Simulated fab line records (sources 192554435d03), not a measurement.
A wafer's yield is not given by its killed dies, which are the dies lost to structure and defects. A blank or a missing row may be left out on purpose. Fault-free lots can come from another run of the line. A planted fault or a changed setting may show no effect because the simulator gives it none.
Comparing a struck lot with a sound one / flow n5Finfet / 37 out of 1938 route steps
Sound: the wafers L388.1, L388.2, L388.3. Struck: wafers L399.2, L399.6. The cause comes at the end.
Per side, at each step with rows, come the tool, then ch with its chambers, and then its first start. Under that, the readings that differ: sound wafers / struck wafers / difference of the means / sigmas: that difference in standard deviations of wafers without a fault.
alike: words and numbers the same on both sides, and readings whose means are apart by under 2 such deviations; not compared: readings that were withheld, readings missing a value for some wafer, numbers with overlapping values and no deviation given by the record, and bounds like >300 which may hide the same value.
The two part at a step that has a row with sigmas, a row that says differs or no value, or rows on one side only. Numbers that don't overlap but have no deviation are shown without sigmas and don't part them. A reading that every wafer of one side lacks parts them only if that side has two wafers or more.

first, 9 steps without rows for these wafers: N5_PMOS_HMC_CHANNEL_EPI_COAT_31 (time 60 s, resist thk 66 nm); N5_PMOS_HMC_CHANNEL_EPI_COAT_03 (resist thk 205 nm); N5_PMOS_HMC_CHANNEL_EPI_EBR_05; N5_PMOS_HMC_CHANNEL_EPI_SOFTBAKE_04 (time 60 s); N5_PMOS_HMC_CHANNEL_EPI_EXPOSE_06 (exposes mask PMOS HMC BLK, target cd 240 nm); N5_PMOS_HMC_CHANNEL_EPI_PEB_07 (peb time 60 s); N5_PMOS_HMC_CHANNEL_EPI_DEVELOP_08 (develop time 30 s); N5_PMOS_HMC_CHANNEL_EPI_DESCUM_14 (chemistry O2, time 7.9 s); N5_PMOS_HMC_CHANNEL_EPI_ETCH_32 (etches BARC in N2/H2, stops on SiO2, target depth 85.8 nm, time 50.3 s).
N5_PMOS_HMC_CHANNEL_EPI_HM_OPEN_15: chemistry CHF3/O2, target SiO2, target depth 40.6 nm, time 20.3 s.
  sound on rieDiel-05 ch 1,2,3, day 2 06:46; struck on rieDiel-05 ch 0,2, day 4 23:22
reading=model.CAR-ArF-block_of_PMOS_HMC_CHANNEL_EPI_COAT_03.thkNm (nm); sound=88.66 96.31 92.27; struck=106.6 102.4; difference=+12.1; sigmas=
reading=model.etch.depthNm (nm); sound=40.26 38.8 40.04; struck=27.4 27.48; difference=-12.3; sigmas=
  alike: drypumpMotorCurrentA, oesProductAu, rfFwdPowerW, rfVppV, showerheadPlenumPTorr, throttleValvePct
  not compared: rfHoursCounterH
then, 25 steps without rows for these wafers: N5_PMOS_HMC_CHANNEL_EPI_STRIP_33 (strips in N2/H2); N5_PMOS_HMC_CHANNEL_EPI_STRIP_17 (strips in SPM, time 750 s); N5_PMOS_HMC_CHANNEL_EPI_ETCH_38 (etches SiO2 in CF4, target depth 1.5 nm); N5_PMOS_HMC_CHANNEL_EPI_FIN_RECESS_16 (chemistry HBr/Cl2, target Si, target depth 54 nm, time 18 s); N5_PMOS_HMC_CHANNEL_EPI_PRECLEAN_36 (cleans in O3/DIW, time 45 s); N5_PMOS_HMC_CHANNEL_EPI_PRECLEAN_18 (cleans in DHF, time 30 s); N5_PMOS_HMC_CHANNEL_EPI_SRD_19 (time 30 s); N5_PMOS_HMC_CHANNEL_EPI_EPI_20 (deposits SiGe30, target thk 59 nm); N5_PMOS_HMC_CHANNEL_EPI_HM_STRIP_35 (strips SiO2 in dHF, material SiO2, target depth 39.6 nm, time 216 s); N5_PMOS_HMC_CHANNEL_EPI_SRD_39 (time 30 s); N5_PMOS_HMC_CHANNEL_EPI_CMP_21 (polishes SiGe30, target thk 54 nm); N5_PMOS_HMC_CHANNEL_EPI_PRECLEAN_40 (cleans in DHF, time 30 s); N5_PMOS_HMC_CHANNEL_EPI_PRECLEAN_37 (cleans in O3/DIW, time 45 s); N5_PMOS_HMC_CHANNEL_EPI_PRECLEAN_24 (cleans in DHF, time 30 s); N5_PMOS_HMC_CHANNEL_EPI_SRD_25 (time 30 s); N5_PMOS_HMC_CHANNEL_EPI_EPI_26 (deposits Si from SiH4/H2, target thk 3.8 nm, time 22.7 s); N5_FIN_SAQP_PRECLEAN_42 (cleans in O3/DIW, time 60 s); N5_FIN_SAQP_PRECLEAN_00 (cleans in SC1, time 60 s); N5_FIN_SAQP_PRECLEAN_44 (cleans in SC2, time 45 s); N5_FIN_SAQP_SRD_01 (time 30 s); N5_FIN_SAQP_ALD_61 (deposits SiO2, target thk 4 nm, pulse time 1 s, purge time 2 s); N5_FIN_SAQP_DENSIFY_62 (time 60 s); N5_FIN_SAQP_HM_DEP_03 (deposits SiNx from SiH4/NH3/N2, target thk 38 nm, time 33.6 s); N5_FIN_SAQP_PECVD_47 (deposits a-Si from SiH4/He, target thk 45 nm, time 36.3 s); N5_FIN_SAQP_PECVD_48 (deposits SiNx from SiH4/NH3/N2, target thk 25 nm, time 22.1 s).
N5_BEOL_M4_RC_MEAS_101:
  the record has rows for the sound wafers here (prober-02 ch 0, day 8 21:28) and none for the struck ones
-- the record jumps here: 11 days lie between the struck wafers' starts before and after (it left off in module BEOL_M4 and takes up again in module PASSIVATION, whose first step shown is number 1936 of the route) --
N5_PASSIVATION_PROBE_49:
  sound: prober-01 at day 13 06:03; struck: prober-02 at day 15 23:38
reading=defectLimitedYield (%); sound=93.1 88.0 90.4; struck=0 0; difference=-90; sigmas=-60
reading=killedAtFrontEnd; sound=23 71 52; struck=1108 1120; difference=+1065; sigmas=+82
reading=killedDies; sound=81 142 113; struck=1180 1180; difference=+1068; sigmas=+59
reading=killedOnRim; sound=14 15 14; struck=152 152; difference=+138; sigmas=+31
reading=sort_bin_5_function (%); sound=3.7 7.0 5.8; struck=96.9 97.2; difference=+91.6; sigmas=+92
reading=sortNPass; sound=1099 1038 1067; struck=0 0; difference=-1068; sigmas=-59
reading=sortYieldPct (%); sound=93.1 88.0 90.4; struck=0 0; difference=-90; sigmas=-60
  alike: killed_at_M0_to_M3, killed_at_M4_up, killedAtContacts, killedAtOther, killedOpen, killedShort, sort_bin_6_memory, sort_bin_8_speed

## WHERE THEY PART
At N5_BEOL_M4_RC_MEAS_101 first; at N5_PASSIVATION_PROBE_49 last (within this record only).

WHY: what had been put in by the simulator
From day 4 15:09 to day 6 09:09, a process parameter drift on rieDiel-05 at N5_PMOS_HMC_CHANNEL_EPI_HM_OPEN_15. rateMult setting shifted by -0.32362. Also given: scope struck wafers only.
